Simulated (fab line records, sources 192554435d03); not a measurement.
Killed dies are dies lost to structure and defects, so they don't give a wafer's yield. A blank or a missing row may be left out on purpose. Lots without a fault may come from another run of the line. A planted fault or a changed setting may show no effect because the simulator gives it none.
Which tool did it? | flow n5_finfet | 11 lots, 33 wafers sampled, at 5 steps of a route of 1938

WHAT THE GAUGES READ, wafer by wafer
N5_BEOL_M8_OCD_MEAS_38.
lot  | measured     | on     | trench_depth_nm (nm)
L077 | day 9 15:31  | ocd-02 | 94.1 92.9 91.5
L078 | day 10 05:04 | ocd-01 | 91.8 92.3 95.1
L080 | day 10 19:52 | ocd-01 | 90.8 95.0 93.1
L081 | day 11 20:49 | ocd-01 | 93.4 90.9 93.4
L082 | day 12 05:41 | ocd-02 | 95.7 90.8 94.5
L085 | day 12 08:58 | ocd-02 | 92.7 92.7 91.4
L088 | day 12 23:17 | ocd-02 | 93.1 94.1 93.5
L089 | day 13 00:45 | ocd-01 | 91.3 92.9 92.7
L091 | day 14 05:57 | ocd-02 | 94.0 93.6 93.3
L093 | day 14 09:39 | ocd-01 | 92.1 91.8 92.6
L096 | day 15 01:37 | ocd-02 | 91.5 93.9 92.8

WHICH TOOL RAN EACH LOT (tool, then ch and the chambers of the sampled wafers, then the start)
lot  | N5_BEOL_M7_DEP_56               | N5_BEOL_M8_DESCUM_16               | N5_BEOL_M8_STRIP_19                | N5_BEOL_M8_ETCH_72
L077 | pecvd-03 ch 0,1, day 9 09:17    | rie_diel-03 ch 0,2,3, day 9 12:38  | rie_diel-04 ch 1,3, day 9 13:01    | rie_diel-03 ch 0,1,3, day 9 15:07
L078 | pecvd-04 ch 0,1, day 10 00:20   | rie_diel-04 ch 0,2,3, day 10 02:58 | rie_diel-04 ch 0,1,2, day 10 03:22 | rie_diel-04 ch 0,2,3, day 10 04:40
L080 | pecvd-03 ch 1,2, day 10 14:45   | rie_diel-04 ch 2,3, day 10 17:15   | rie_diel-01 ch 2,3, day 10 17:38   | rie_diel-03 ch 2,3, day 10 19:28
L081 | pecvd-02 ch 0,1, day 11 17:12   | rie_diel-03 ch 1,2, day 11 19:17   | rie_diel-03 ch 1,2,3, day 11 19:44 | rie_diel-04 ch 1,3, day 11 20:25
L082 | pecvd-04 ch 0,1,2, day 11 21:16 | rie_diel-04 ch 2,3, day 12 01:25   | rie_diel-04 ch 0,2,3, day 12 01:47 | rie_diel-03 ch 0,2,3, day 12 05:17
L085 | pecvd-03 ch 0,1,2, day 12 02:06 | rie_diel-03 ch 2,3, day 12 06:30   | rie_diel-01 ch 1,2,3, day 12 07:00 | rie_diel-04 ch 0,1,2, day 12 08:34
L088 | pecvd-03 ch 1,2, day 12 18:46   | rie_diel-04 ch 2,3, day 12 21:53   | rie_diel-03 ch 0,1, day 12 22:16   | rie_diel-04 ch 2,3, day 12 22:54
L089 | pecvd-02 ch 0,2, day 12 21:32   | rie_diel-01 ch 0,1,2, day 12 22:56 | rie_diel-04 ch 1,2,3, day 12 23:25 | rie_diel-01 ch 0,1,2, day 13 00:22
L091 | pecvd-03 ch 0,1, day 14 01:59   | rie_diel-01 ch 0,2,3, day 14 04:18 | rie_diel-01 ch 0,1,3, day 14 04:49 | rie_diel-01 ch 0,3, day 14 05:33
L093 | pecvd-03 ch 0,1, day 14 04:17   | rie_diel-04 ch 0,1, day 14 06:28   | rie_diel-04 ch 1,2, day 14 06:50   | rie_diel-01 ch 1,2, day 14 09:15
L096 | pecvd-02 ch 0,1,2, day 14 19:53 | rie_diel-03 ch 0,1,3, day 14 23:35 | rie_diel-01 ch 0,1,2, day 15 00:05 | rie_diel-01 ch 0,2,3, day 15 01:13
- N5_BEOL_M7_DEP_56: deposits SiCN from 3MS/NH3, target thk 10 nm, time 17.5 s.
- N5_BEOL_M8_DESCUM_16: chemistry O2, time 7.9 s.
- N5_BEOL_M8_STRIP_19: strips in O2.
- N5_BEOL_M8_ETCH_72: etches underlayer in N2/H2, target depth 6.5 nm, time 5.2 s.

THE ANSWER, worked out from the rows above alone
Rule: what is usual is taken from the lots themselves. Put in order of their means at a reading, lots are off if they are a third of the lots or fewer, leave a main group of 4 or more, and stand apart from it by a gap of 3 or more times the standard deviation of the main group's means; of several such gaps the widest counts. A main group whose means are all the same, to the digits that the tables above print for the reading, isn't used. A lot without any number at a reading at which 4 lots or more have one is off too. The other lots that the step has rows for count as sound.
No lot is off at any reading shown: from this, nothing can be told.

WHAT THE SIMULATOR HAD PUT IN
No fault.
